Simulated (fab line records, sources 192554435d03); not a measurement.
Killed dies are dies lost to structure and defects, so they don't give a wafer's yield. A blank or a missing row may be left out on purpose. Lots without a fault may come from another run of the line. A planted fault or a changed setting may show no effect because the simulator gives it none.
fab line records | flow n5_finfet
record lots=10 wafers=27 last_day=17
route steps=1938 shown BEOL_M0@741 BEOL_M4@1111
lots that met no fault: from a run of the same line without faults
start_h: hours from the record's first day to the start of the lot's first wafer shown | wait_h: hours since the lot's step before | " the same as in the row above | L1.1+2: a row that stands for several wafers | - no value, or no start given | * or withheld: withheld | < > ~ a bound
route shown NAME@n: a module of which the file shows steps, and the number in the route of the first | usual: mean/standard deviation of fault-free wafers | same: alike in all rows | chamber/n: place in a boat | sites: the reading at each site | _std_site: their standard deviation | _edge_site: outer sites' mean less inner sites' | radius_mm: how far each site lies from the wafer's centre | mask NAME#n: copy n | behind: the tool/chamber that last shaped the wafer | hold: why the lot was held/for how many hours/how that ended | device: the transistor (n, p or np) that didn't switch | end of line: the same wafers' tests at the end of the route | a step without rows: its recipe alone | killed: dies lost to structure and defects at the first sort, not the wafer's yield | map: a wafer's dies, x killed, . not, _ none there
set.NAME: the setting as run; set.NAME@STEP: as run at that earlier step | model.NAME: the simulator's own value behind a step, which no gauge read
steps of the route over a sample of lots; a table a step, a row a wafer
services: from which hour (start_h, from the record's first day; less than 0 if before it) a tool's chamber was out of use, for how many hours, and why
## steps
# step N5_BEOL_M0_ECD_118
# recipe material=Cu target_thk_a=3000
# columns lot.wafer tool chamber start_h wait_h
L243.1+2+3 ecd_cu-01 1,0,1 118.51 0.1
L244.1+5+6 ecd_cu-02 0,0,1 127.50 0.1
L245.1+3+4 ecd_cu-02 0,1,0 133.41 0.1
L246.1+5+6 ecd_cu-01 1,0,1 134.91 0.1
L247.3+4+6 ecd_cu-02 0,1,1 141.57 0.1
L248.2+3+4 ecd_cu-01 1,0,1 141.99 0.1
L256.4+6 ecd_cu-02 1,0 197.18 0.1
L257.1+6 ecd_cu-02 0 206.41 0.1
L258.1+4 ecd_cu-02 0 208.99 0.1
L263.1+4+6 ecd_cu-01 1,1,0 239.26 0.1
# step N5_BEOL_M0_CMP_120
# recipe stop_on=SiOC t_overpolish_s=6.9 down_force_psi=1 platen_rpm=50 clearing_platen_down_force_psi=1.5 clearing_platen_rpm=50 post_cmp_clean=cu_alkaline clearing_platen_pad_velocity_m_s=0.99484 pad_velocity_m_s=0.99484
# usual clearing_platen_rpm=49.999/0.025 motor_current_A=6.0/0.78 time_to_endpoint_s=61.1/2.6
# columns lot.wafer tool chamber start_h wait_h clearing_platen_rpm motor_current_A time_to_endpoint_s
L243.2 cmp-03 3 118.88 0.2 49.989 7.8 60.4
L243.3 " 1 " " 50.001 5.9 60.9
L243.1 " 2 " " 49.999 6.2 63.8
L244.1 cmp-02 1 127.99 0.4 50.007 6.3 64.9
L244.6 " 2 " " 50.015 5.3 62.8
L244.5 " 3 " " 50.042 5.7 67.1
L245.4 cmp-02 2 133.78 0.1 49.996 5.3 64.4
L245.1 " 3 " " 50.043 5.6 65.1
L245.3 " 1 " " 50.011 6.2 62.2
L246.1 cmp-02 0 135.33 0.3 50.021 5.6 61.3
L246.6 " 3 " " 49.985 5.7 62.9
L246.5 " 0 " " 50.015 5.1 61.2
L247.3 cmp-04 1 141.98 0.2 50.029 6.2 61.1
L247.4 " 3 " " 49.960 5.7 58.2
L247.6 " 1 " " 50.056 6.2 58.4
L248.4 cmp-03 1 142.38 0.1 50.021 6.2 59.1
L248.3 " 3 " " 49.980 7.8 60.6
L248.2 " 0 " " 49.993 5.7 62.8
L256.4 cmp-02 1 197.62 0.1 49.991 6.5 86.6
L256.6 " 2 " " 50.017 5.2 84.9
L257.1 cmp-03 2 206.90 0.4 49.953 6.3 64.4
L257.6 " 3 " " 50.000 7.7 85.8
L258.4 cmp-03 2 209.59 0.1 49.997 6.6 92.0
L258.1 " 3 " " 49.966 8.1 62.0
L263.4 cmp-04 0 239.97 0.3 49.986 5.3 60.0
L263.1 " 2 " " 49.998 6.5 63.7
L263.6 " 0 " " 49.998 5.4 61.6
# step N5_BEOL_M0_PRE_CLEAN_131
# recipe gas=NH3/H2 time_s=15 temp_c=* rf_power_w=300
# usual heater_power_outer_w=21/11 heater_power_w=84/20 susceptor_temp_C=*
# columns lot.wafer tool chamber start_h wait_h heater_power_outer_w heater_power_w susceptor_temp_C
L243.1 cvd_co-02 0 119.21 0.0 35 95 *
L243.2 " 1 " " 14 86 *
L243.3 " 2 " " 16 86 *
L244.1 cvd_co-02 0 128.21 0.0 35 97 *
L244.5 " 0 " " 37 96 *
L244.6 " 2 " " 16 87 *
L245.1 cvd_co-02 2 134.12 0.0 16 89 *
L245.3 " 2 " " 16 88 *
L245.4 " 0 " " 36 97 *
L246.1 cvd_co-01 0 135.73 0.1 4 50 *
L246.5 " 2 " " 21 79 *
L246.6 " 0 " " 4 49 *
L247.3 cvd_co-02 1 142.27 0.0 14 86 *
L247.4 " 2 " " 16 87 *
L247.6 " 0 " " 37 93 *
L248.2 cvd_co-01 2 142.71 0.0 21 76 *
L248.3 " 0 " " 4 51 *
L248.4 " 0 " " 4 50 *
L256.4 cvd_co-01 0 197.97 0.1 4 50 *
L256.6 " 2 " " 21 78 *
L257.1 cvd_co-01 0 207.12 0.0 4 52 *
L257.6 " 0 " " 4 50 *
L258.1 cvd_co-02 0 209.92 0.0 36 93 *
L258.4 " 2 " " 17 88 *
L263.1 cvd_co-01 0 240.47 0.2 5 51 *
L263.4 " 2 " " 21 80 *
L263.6 " 1 " " 33 113 *
# step N5_BEOL_M0_CO_CAP_123
# recipe material=Co target_thk_a=20 temp_c=200 precursor=CCTBA/H2 pressure_torr=30 time_s=102.1
# usual heater_power_outer_w=124/14 heater_power_w=235/24 susceptor_temp_C=200.00/0.16
# columns lot.wafer tool chamber start_h wait_h heater_power_outer_w heater_power_w susceptor_temp_C
L243.1 cvd_co-02 0 119.25 0.0 141 253 200.01
L243.2 " 1 " " 116 235 200.01
L243.3 " 2 " " 117 244 199.88
L244.1 cvd_co-02 0 128.27 0.0 145 242 200.00
L244.5 " 0 " " 142 251 200.14
L244.6 " 2 " " 119 236 199.97
L245.1 cvd_co-02 2 134.18 0.0 116 243 199.89
L245.3 " 2 " " 118 233 199.69
L245.4 " 0 " " 145 249 200.06
L246.1 cvd_co-01 0 135.79 0.0 103 192 200.13
L246.5 " 2 " " 123 224 200.20
L246.6 " 0 " " 100 197 200.07
L247.3 cvd_co-02 1 142.31 0.0 115 236 200.04
L247.4 " 2 " " 118 244 199.93
L247.6 " 0 " " 144 256 199.79
L248.2 cvd_co-01 2 142.75 0.0 125 224 199.95
L248.3 " 0 " " 104 192 200.13
L248.4 " 0 " " 104 195 199.96
L256.4 cvd_co-01 0 198.03 0.0 106 190 199.92
L256.6 " 2 " " 124 225 200.26
L257.1 cvd_co-01 0 207.16 0.0 104 186 200.03
L257.6 " 0 " " 103 195 200.15
L258.1 cvd_co-02 0 209.96 0.0 140 257 200.16
L258.4 " 2 " " 116 238 200.06
L263.1 cvd_co-01 0 240.51 0.0 105 194 199.93
L263.4 " 2 " " 125 233 199.95
L263.6 " 1 " " 140 270 200.24
# step N5_BEOL_M0_INSPECT_127
# recipe inspect_instrument=darkfield mode=post_dep
# usual raw_defect_count=66/23
# columns lot.wafer tool chamber start_h wait_h raw_defect_count
L243.1 defect_inspect-01 - 119.46 0.0 49
L243.2 " - " " 77
L243.3 " - " " 44
L244.1 defect_inspect-02 - 128.51 0.0 34
L244.5 " - " " 30
L244.6 " - " " 44
L245.1 defect_inspect-01 - 134.42 0.0 62
L245.3 " - " " 83
L245.4 " - " " 52
L246.1 defect_inspect-02 - 136.04 0.0 76
L246.5 " - " " 57
L246.6 " - " " 122
L247.3 defect_inspect-01 - 142.55 0.0 59
L247.4 " - " " 41
L247.6 " - " " 36
L248.2 defect_inspect-02 - 142.96 0.0 44
L248.3 " - " " 52
L248.4 " - " " 118
L256.4 defect_inspect-02 - 198.20 0.0 62
L256.6 " - " " 32
L257.1 defect_inspect-02 - 207.37 0.0 96
L257.6 " - " " 65
L258.1 defect_inspect-02 - 210.20 0.0 79
L258.4 " - " " 58
L263.1 defect_inspect-02 - 240.72 0.0 118
L263.4 " - " " 120
L263.6 " - " " 69
# step N5_BEOL_M4_RC_MEAS_101
# usual DIBL_N=36.3/1.6 DIBL_P=36.5/1.6 IOFF_N=0.163/0.026 IOFF_P=0.22/0.033 ION_N=676/9.9 ION_P=464/6.5 SS_N=71.5/0.5 SS_P=73.3/0.64 VT_N=249.3/2.9 VT_P=-250/3.2
# columns lot.wafer tool chamber start_h wait_h DIBL_N[mV/V] DIBL_P[mV/V] IOFF_N[nA/um] IOFF_P[nA/um] ION_N[uA/um] ION_P[uA/um] SS_N[mV/dec] SS_P[mV/dec] VT_N[mV] VT_P[mV]
L243.1 prober-02 0 178.34 0.0 32.9 32.6 0.114 0.14 671 458 70.9 72.6 255.4 -259
L243.2 " 0 " " 35.1 35.7 0.150 0.19 669 462 71.1 74.1 249.7 -252
L243.3 " 0 " " 33.6 34.0 0.129 0.16 661 452 71.8 72.5 252.2 -254
L244.1 prober-01 0 193.13 0.0 37.5 36.8 0.167 0.23 666 457 71.6 74.2 248.8 -249
L244.5 " 0 " " 38.1 38.0 0.175 0.25 671 462 71.3 73.7 248.0 -244
L244.6 " 0 " " 38.2 38.0 0.187 0.26 680 468 72.5 74.3 248.9 -246
L246.1 prober-01 0 200.16 0.0 34.8 36.6 0.169 0.20 691 466 71.5 73.7 249.6 -250
L246.5 " 0 " " 33.5 34.8 0.140 0.17 672 467 71.0 72.9 250.4 -251
L246.6 " 0 " " 34.9 36.3 0.165 0.20 692 471 70.9 74.6 247.7 -251
L245.1 prober-02 0 200.28 0.1 36.5 35.4 0.157 0.23 674 461 72.0 72.8 251.4 -249
L245.3 " 0 " " 38.0 37.1 0.188 0.26 685 476 72.2 73.8 244.5 -245
L245.4 " 0 " " 35.6 34.9 0.149 0.22 695 479 71.3 73.0 246.2 -246
L247.3 prober-01 0 206.53 0.3 36.8 37.1 0.165 0.22 687 468 71.1 72.8 247.6 -248
L247.4 " 0 " " 37.4 37.5 0.176 0.24 699 479 71.5 73.6 247.3 -248
L247.6 " 0 " " 37.0 37.0 0.153 0.22 674 462 71.9 73.2 249.2 -251
L248.2 prober-02 0 208.37 0.2 36.9 37.9 0.179 0.22 673 463 71.6 74.8 245.1 -251
L248.3 " 0 " " 37.0 38.1 0.182 0.22 688 466 71.7 73.9 246.4 -250
L248.4 " 0 " " 35.6 36.5 0.160 0.20 697 464 70.8 74.3 248.8 -253
L256.4 prober-02 0 262.81 0.5 34.3 35.6 0.123 0.19 671 467 71.3 72.8 253.7 -250
L256.6 " 0 " " 36.5 38.5 0.157 0.22 670 464 71.7 72.6 250.7 -250
L258.1 prober-02 0 266.32 0.0 33.4 33.8 0.116 0.16 656 456 70.8 72.8 254.8 -256
L258.4 " 0 " " 36.3 36.6 0.153 0.19 669 459 71.2 73.0 251.0 -253
L257.1 prober-02 0 270.75 0.0 37.3 36.9 0.188 0.22 682 458 72.1 73.1 246.8 -248
L257.6 " 0 " " 36.6 36.5 0.175 0.21 680 461 72.1 72.7 248.3 -249
L263.1 prober-01 0 304.18 0.0 38.4 42.3 0.213 0.29 685 470 72.8 74.2 246.6 -245
L263.4 " 0 " " 35.0 37.9 0.145 0.21 680 470 70.8 72.1 248.1 -250
L263.6 " 0 " " 35.9 38.6 0.164 0.23 682 471 71.5 72.9 250.8 -249
## services
# columns tool chamber start_h hours kind
ecd_cu-02 - 100.18 2.1 repair
cmp-03 - 102.10 1.4 repair
ecd_cu-02 - 112.31 1.6 repair
cvd_co-01 1 114.74 - clean
cvd_co-01 1 114.74 22.0 scheduled_down
cvd_co-01 1 114.74 22.0 vent_cycle
cmp-03 - 115.28 1.9 repair
cmp-03 - 122.34 0.2 repair
cvd_co-02 1 123.81 17.9 repair
cmp-04 - 134.97 0.8 repair
cmp-04 - 145.28 1.4 repair
cmp-03 - 150.85 4.0 pm
cmp-03 - 154.85 - consumable_replace:conditioner
cmp-03 - 154.85 - consumable_replace:pad
cvd_co-02 - 160.29 14.6 pm
cmp-02 - 160.82 0.3 repair
cmp-04 - 191.68 0.3 repair
ecd_cu-01 - 198.98 2.6 repair
cvd_co-01 - 201.25 2.8 pm
cmp-02 - 205.70 5.9 pm
cvd_co-02 0 240.22 3.9 repair
## key
first_sign step=N5_BEOL_M0_CMP_120 reading=time_to_endpoint_s direction=up sigmas=10 usual=* struck=*
effect none on later readings
met_at N5_BEOL_M0_ECD_118
struck_lots L256,L257,L258
struck_wafers L256.4,L256.6,L257.6,L258.4
not_acting_at N5_BEOL_M0_PRE_CLEAN_131,N5_BEOL_M0_CO_CAP_123,N5_BEOL_M0_INSPECT_127
onset_between 141.57 197.18
fault kind=process_parameter_drift tool=ecd_cu-02 chamber=- onset_h=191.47 steps=N5_BEOL_M0_ECD_118 channel=target_thk_a offset=* shape=step end_h=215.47 scope=struck_wafers_only acts_in=* stated=*
